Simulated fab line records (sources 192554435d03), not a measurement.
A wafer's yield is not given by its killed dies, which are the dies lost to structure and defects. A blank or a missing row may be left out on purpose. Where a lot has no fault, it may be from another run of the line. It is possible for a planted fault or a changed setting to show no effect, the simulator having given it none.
Chamber matching	flow n5-finfet	N5_BEOL_M0_SAQP_PECVD_00 on pecvd-03: 3 sister chambers
The step deposits SiCN from 3MS/NH3, target thk 8 nm, time 14 s. 6 wafers are shown with their chamber, then 7 later ones without.

WAFERS WITH THEIR CHAMBER
wafer	chamber	showerhead-plenum-p-Torr (Torr)	throttle-valve-pct (%)
L319.3	2	3.651	9.0
L329.3	1	3.681	9.3
L329.4	1	3.675	9.6
L330.2	2	3.662	9.4
L332.2	0	3.644	9.1
L332.5	0	3.639	9.6

WAFERS WITHOUT THEIR CHAMBER
wafer	showerhead-plenum-p-Torr (Torr)	throttle-valve-pct (%)
L332.6	3.677	9.6
L333.1	3.640	9.6
L333.3	3.654	9.4
L333.4	3.657	9.3
L334.1	3.655	9.3
L334.2	3.677	9.4
L334.3	3.652	9.4

EACH ONE'S CHAMBER
wafer	from the rows above	in truth
L332.6	1	1
L333.1	0	0
L333.3	can't be placed: 2 or 0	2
L333.4	2	2
L334.1	2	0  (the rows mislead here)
L334.2	1	1
L334.3	can't be placed: 2 or 0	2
Correctly placed: 4 of 7. These rows do not allow placing 2 (true chamber among the candidates in 2). Wrongly placed: 1.
How it was worked out, from the rows above alone: a wafer's distance from a chamber is the root of the sum, over the readings, of the square of ((its reading less the chamber's mean) divided by the reading's scatter). The wafer belongs to the nearest chamber; if the next one is less than 2 further off, it can't be placed. Each chamber's mean is taken over the wafers shown for it. The scatter: take each reading less its chamber's mean, square it, sum over the shown wafers, divide by the number of wafers less the number of chambers, and take the root.
